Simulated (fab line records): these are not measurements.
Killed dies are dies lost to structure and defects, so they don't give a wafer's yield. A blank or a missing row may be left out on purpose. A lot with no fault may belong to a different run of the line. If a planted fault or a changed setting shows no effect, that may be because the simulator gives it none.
Matching of chambers || flow n5Finfet || N5_BEOL_M3_ETCH_63 on rieDiel-02 has 4 sister chambers
The step etches SiARC in CF4, target depth 15.6 nm, time 26 s. 20 wafers are shown with their chamber, then 10 later ones without.

## EACH WAFER AND ITS CHAMBER
{"wafer": "L075.1", "chamber": 0, "throttleValvePct (%)": 15.00, "oesProductAu (a.u.)": 0.78, "showerheadPlenumPTorr (Torr)": 2.09}
{"wafer": "L075.5", "chamber": 0, "throttleValvePct (%)": 15.00, "oesProductAu (a.u.)": 0.79, "showerheadPlenumPTorr (Torr)": 2.09}
{"wafer": "L075.6", "chamber": 3, "throttleValvePct (%)": 15.65, "oesProductAu (a.u.)": 0.63, "showerheadPlenumPTorr (Torr)": 2.11}
{"wafer": "L076.3", "chamber": 0, "throttleValvePct (%)": 15.01, "oesProductAu (a.u.)": 0.78, "showerheadPlenumPTorr (Torr)": 2.09}
{"wafer": "L076.4", "chamber": 3, "throttleValvePct (%)": 15.66, "oesProductAu (a.u.)": 0.64, "showerheadPlenumPTorr (Torr)": 2.11}
{"wafer": "L076.6", "chamber": 2, "throttleValvePct (%)": 15.78, "oesProductAu (a.u.)": 0.61, "showerheadPlenumPTorr (Torr)": 2.14}
{"wafer": "L077.3", "chamber": 0, "throttleValvePct (%)": 15.01, "oesProductAu (a.u.)": 0.78, "showerheadPlenumPTorr (Torr)": 2.09}
{"wafer": "L077.4", "chamber": 3, "throttleValvePct (%)": 15.66, "oesProductAu (a.u.)": 0.63, "showerheadPlenumPTorr (Torr)": 2.11}
{"wafer": "L077.6", "chamber": 2, "throttleValvePct (%)": 15.76, "oesProductAu (a.u.)": 0.61, "showerheadPlenumPTorr (Torr)": 2.14}
{"wafer": "L078.1", "chamber": 0, "throttleValvePct (%)": 15.03, "oesProductAu (a.u.)": 0.76, "showerheadPlenumPTorr (Torr)": 2.09}
{"wafer": "L078.5", "chamber": 0, "throttleValvePct (%)": 15.03, "oesProductAu (a.u.)": 0.77, "showerheadPlenumPTorr (Torr)": 2.09}
{"wafer": "L078.6", "chamber": 3, "throttleValvePct (%)": 15.68, "oesProductAu (a.u.)": 0.63, "showerheadPlenumPTorr (Torr)": 2.11}
{"wafer": "L080.4", "chamber": 3, "throttleValvePct (%)": 15.69, "oesProductAu (a.u.)": 0.63, "showerheadPlenumPTorr (Torr)": 2.11}
{"wafer": "L080.5", "chamber": 3, "throttleValvePct (%)": 15.68, "oesProductAu (a.u.)": 0.63, "showerheadPlenumPTorr (Torr)": 2.11}
{"wafer": "L080.6", "chamber": 2, "throttleValvePct (%)": 15.80, "oesProductAu (a.u.)": 0.60, "showerheadPlenumPTorr (Torr)": 2.13}
{"wafer": "L084.3", "chamber": 0, "throttleValvePct (%)": 15.04, "oesProductAu (a.u.)": 0.76, "showerheadPlenumPTorr (Torr)": 2.08}
{"wafer": "L084.4", "chamber": 2, "throttleValvePct (%)": 15.81, "oesProductAu (a.u.)": 0.60, "showerheadPlenumPTorr (Torr)": 2.13}
{"wafer": "L084.5", "chamber": 0, "throttleValvePct (%)": 15.04, "oesProductAu (a.u.)": 0.76, "showerheadPlenumPTorr (Torr)": 2.08}
{"wafer": "L087.1", "chamber": 1, "throttleValvePct (%)": 15.45, "oesProductAu (a.u.)": 0.68, "showerheadPlenumPTorr (Torr)": 2.07}
{"wafer": "L087.4", "chamber": 3, "throttleValvePct (%)": 15.70, "oesProductAu (a.u.)": 0.62, "showerheadPlenumPTorr (Torr)": 2.10}

SIGNATURES (averages over the wafers above)
{"reading": "throttleValvePct", "chamber 0": 15.0200, "chamber 1": 15.4500, "chamber 2": 15.7875, "chamber 3": 15.6743, "scatter within a chamber": 0.0184}
{"reading": "oesProductAu", "chamber 0": 0.7725, "chamber 1": 0.6800, "chamber 2": 0.6050, "chamber 3": 0.6300, "scatter within a chamber": 0.00884}
{"reading": "showerheadPlenumPTorr", "chamber 0": 2.0875, "chamber 1": 2.0700, "chamber 2": 2.1350, "chamber 3": 2.1086, "scatter within a chamber": 0.00458}
Rule: distance of a wafer from a chamber = root of the sum over the readings of ((wafer's reading minus chamber's mean) / reading's scatter) squared. If the next closest chamber is less than 2 further off than the closest, the wafer can't be placed; otherwise it belongs to the closest. The scatter: take each reading less its chamber's mean, square it, sum over the shown wafers, divide by the number of wafers less the number of chambers, and take the root.

## WAFERS WITH NO CHAMBER GIVEN
{"wafer": "L087.5", "throttleValvePct (%)": 15.06, "oesProductAu (a.u.)": 0.75, "showerheadPlenumPTorr (Torr)": 2.08}
{"wafer": "L089.2", "throttleValvePct (%)": 15.82, "oesProductAu (a.u.)": 0.59, "showerheadPlenumPTorr (Torr)": 2.13}
{"wafer": "L089.4", "throttleValvePct (%)": 15.72, "oesProductAu (a.u.)": 0.62, "showerheadPlenumPTorr (Torr)": 2.10}
{"wafer": "L089.6", "throttleValvePct (%)": 15.70, "oesProductAu (a.u.)": 0.61, "showerheadPlenumPTorr (Torr)": 2.10}
{"wafer": "L092.3", "throttleValvePct (%)": 15.06, "oesProductAu (a.u.)": 0.75, "showerheadPlenumPTorr (Torr)": 2.08}
{"wafer": "L092.4", "throttleValvePct (%)": 15.72, "oesProductAu (a.u.)": 0.62, "showerheadPlenumPTorr (Torr)": 2.10}
{"wafer": "L092.5", "throttleValvePct (%)": 15.46, "oesProductAu (a.u.)": 0.68, "showerheadPlenumPTorr (Torr)": 2.07}
{"wafer": "L097.1", "throttleValvePct (%)": 15.76, "oesProductAu (a.u.)": 0.61, "showerheadPlenumPTorr (Torr)": 2.10}
{"wafer": "L097.2", "throttleValvePct (%)": 15.84, "oesProductAu (a.u.)": 0.58, "showerheadPlenumPTorr (Torr)": 2.12}
{"wafer": "L097.6", "throttleValvePct (%)": 15.08, "oesProductAu (a.u.)": 0.73, "showerheadPlenumPTorr (Torr)": 2.08}

## EACH ONE'S CHAMBER
{"wafer": "L087.5", "from the rows above": 0, "in truth": 0}
{"wafer": "L089.2", "from the rows above": 2, "in truth": 2}
{"wafer": "L089.4", "from the rows above": 3, "in truth": 3}
{"wafer": "L089.6", "from the rows above": 3, "in truth": 3}
{"wafer": "L092.3", "from the rows above": 0, "in truth": 0}
{"wafer": "L092.4", "from the rows above": 3, "in truth": 3}
{"wafer": "L092.5", "from the rows above": 1, "in truth": 1}
{"wafer": "L097.1", "from the rows above": 3, "in truth": 3}
{"wafer": "L097.2", "from the rows above": 2, "in truth": 2}
{"wafer": "L097.6", "from the rows above": 0, "in truth": 0}
Correctly placed: 10 of 10. Number that these rows cannot place: 0. Number placed wrongly: 0.
